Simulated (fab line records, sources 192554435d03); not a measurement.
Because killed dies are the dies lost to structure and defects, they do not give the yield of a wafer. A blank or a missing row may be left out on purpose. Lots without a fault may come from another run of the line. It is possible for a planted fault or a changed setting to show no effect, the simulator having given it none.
Matching of chambers    flow n5-finfet    4 sister chambers for N5_BEOL_M13_ETCH_68 on rie-diel-06
The step etches SOC in N2/H2, time 355 s. 4 wafers are shown with their chamber, then 10 later ones without.

== WAFERS PAIRED WITH THEIR CHAMBERS ==
wafer   chamber  showerhead-plenum-p-Torr (Torr)
L084.5  2        2.47
L085.5  0        2.42
L089.1  1        2.69
L089.3  3        2.33

== WAFERS WITHOUT THEIR CHAMBER ==
wafer   showerhead-plenum-p-Torr (Torr)
L089.4  2.46
L091.3  2.69
L091.4  2.46
L091.6  2.33
L092.2  2.33
L092.4  2.41
L092.6  2.46
L097.2  2.41
L097.4  2.33
L097.5  2.68

== EACH ONE'S CHAMBER ==
wafer   from the rows above  in truth
L089.4  2                    2
L091.3  1                    1
L091.4  2                    2
L091.6  3                    3
L092.2  3                    3
L092.4  0                    0
L092.6  2                    2
L097.2  0                    0
L097.4  3                    3
L097.5  1                    1
Correctly placed: 10 of 10. Number that these rows cannot place: 0. Placed wrongly: 0.
How it was worked out, from the rows above alone: a wafer's distance from a chamber is the root of the sum, over the readings, of the square of ((its reading less the chamber's mean) divided by the reading's scatter). If the next closest chamber is less than 2 further off than the closest, the wafer can't be placed; otherwise it belongs to the closest. The mean given for a chamber averages the wafers shown for that chamber. The scatter: root of mean squared gap, hidden wafer to nearest shown wafer, with one shown wafer a chamber.
